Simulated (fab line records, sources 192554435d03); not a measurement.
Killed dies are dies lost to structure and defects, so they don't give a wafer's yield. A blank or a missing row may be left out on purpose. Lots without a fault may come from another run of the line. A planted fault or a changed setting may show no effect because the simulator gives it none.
A struck lot beside a sound one | flow n5_finfet | 14 steps out of a route of 1938
Sound: wafers L837.1, L837.3, L837.4. Struck: wafer L842.2. (L842.4 of the same lot was not struck and is left out.) The cause comes at the end.
At each step with rows: each side's tool, then ch and its chambers, then its first start. Under that, the readings that differ: sound wafers | struck wafers | difference of the means | sigmas: that difference in standard deviations of wafers without a fault.
alike: readings whose means differ by less than 2 such deviations, and words and numbers that are the same on both sides. not compared: withheld readings, readings that some wafer has no value for, bounds like >300 that may hide the same value, and numbers for which the record gives no deviation and whose values overlap.
The two part at a step that has a row with sigmas, a row that says differs or no value, or rows on one side only. Numbers that don't overlap but have no deviation are shown without sigmas and don't part them. A reading that every wafer of one side lacks parts them only if that side has two wafers or more.

N5_BEOL_M9_CD_MEAS_28: target cd 70 nm.
  sound on cd_sem-02 ch 0, day 9 22:16; struck on cd_sem-03 ch 0, day 11 09:11
  alike: cd_nm
N5_BEOL_M9_OVL_MEAS_29:
  sound on overlay-02 ch 0, day 9 22:17; struck on overlay-02 ch 0, day 11 09:13
  alike: V8_OVL
N5_BEOL_M9_INSPECT_30: inspects for defects (brightfield).
  sound on defect_inspect-02, day 9 22:21; struck on defect_inspect-02, day 11 09:16
  reading          | sound       | struck | difference | sigmas
  raw_defect_count | 340 370 351 | 612    | +258       | +3
N5_BEOL_M9_DESCUM_33: chemistry O2, time 7 s.
  sound on rie_diel-01 ch 0,1,2, day 9 22:23; struck on rie_diel-03 ch 1, day 11 09:18
  reading                     | sound       | struck | difference | sigmas
  drypump_motor_current_A (A) | 5.4 5.5 5.5 | 6.8    | +1.3       | +3
  alike: oes_product_au, rf_fwd_power_W, rf_vpp_V, showerhead_plenum_p_Torr, throttle_valve_pct
  not compared: rf_hours_counter_h
N5_BEOL_M9_ETCH_76: etches underlayer in N2/H2, target depth 6.5 nm, time 5.2 s.
  sound on rie_diel-01 ch 0,1,2, day 9 22:25; struck on rie_diel-03 ch 1, day 11 09:20
  reading                     | sound       | struck | difference | sigmas
  drypump_motor_current_A (A) | 5.4 5.5 5.5 | 6.9    | +1.4       | +3
  alike: etch_rf_on_time_s, oes_product_au, rf_fwd_power_W, rf_vpp_V, showerhead_plenum_p_Torr, throttle_valve_pct
  not compared: rf_hours_counter_h
N5_BEOL_M9_ETCH_65: etches SiARC in CF4, target depth 15.6 nm, time 26 s.
  sound on rie_diel-01 ch 0,1,2, day 9 22:26; struck on rie_diel-03 ch 1, day 11 09:21
  reading                     | sound       | struck | difference | sigmas
  drypump_motor_current_A (A) | 5.5 5.5 5.5 | 6.8    | +1.3       | +3
  alike: etch_rf_on_time_s, oes_product_au, rf_fwd_power_W, rf_vpp_V, showerhead_plenum_p_Torr, throttle_valve_pct
  not compared: rf_hours_counter_h
then, 3 steps without rows for these wafers: N5_BEOL_M9_ETCH_66 (etches SOC in N2/H2, target depth 80 nm, overetch 16 nm, time 120 s); N5_BEOL_M9_STRIP_69 (strips in N2/H2); N5_BEOL_M9_STRIP_77 (strips in N2/H2).
N5_BEOL_M9_VIA_ETCH_34: etches SiCOH lowk in C4F6/O2, target depth 182.4 nm, time 68.4 s.
  sound on rie_diel-01 ch 0,1,2, day 9 22:34; struck on rie_diel-03 ch 1, day 11 09:29
  reading                     | sound       | struck | difference | sigmas
  drypump_motor_current_A (A) | 5.4 5.5 5.5 | 6.8    | +1.3       | +3
  alike: oes_product_au, rf_fwd_power_W, rf_vpp_V, showerhead_plenum_p_Torr, throttle_valve_pct
  not compared: rf_hours_counter_h
then, 1 step without rows for these wafers: N5_BEOL_M9_STRIP_73 (strips in C4F6/O2).
N5_BEOL_M9_STRIP_36: strips in N2/H2.
  sound on rie_diel-01 ch 0,1,2, day 9 22:37; struck on rie_diel-03 ch 1, day 11 09:32
  reading                     | sound       | struck | difference | sigmas
  drypump_motor_current_A (A) | 5.4 5.5 5.5 | 6.8    | +1.3       | +3
  alike: oes_product_au, rf_vpp_V, showerhead_plenum_p_Torr, throttle_valve_pct
  not compared: rf_hours_counter_h
N5_BEOL_M9_TRENCH_ETCH_37: etches SiCOH lowk in C4F6/O2, target depth 151.43 nm, time 49 s.
  sound on rie_diel-01 ch 0,1,2, day 9 22:40; struck on rie_diel-03 ch 1, day 11 09:35
  reading                     | sound       | struck | difference | sigmas
  drypump_motor_current_A (A) | 5.4 5.5 5.5 | 6.8    | +1.3       | +3
  alike: oes_product_au, rf_fwd_power_W, rf_vpp_V, showerhead_plenum_p_Torr, throttle_valve_pct
  not compared: rf_hours_counter_h, model.BEOL_M9.feature_depth_nm
then, 1 step without rows for these wafers: N5_BEOL_M9_ETCH_41 (etches SiCN in CH3F/O2, target depth 36.6 nm, time 70.1 s).

WHERE THEY PART
First at N5_BEOL_M9_INSPECT_30; last, within this record, at N5_BEOL_M9_TRENCH_ETCH_37.

WHY: what the simulator had put in
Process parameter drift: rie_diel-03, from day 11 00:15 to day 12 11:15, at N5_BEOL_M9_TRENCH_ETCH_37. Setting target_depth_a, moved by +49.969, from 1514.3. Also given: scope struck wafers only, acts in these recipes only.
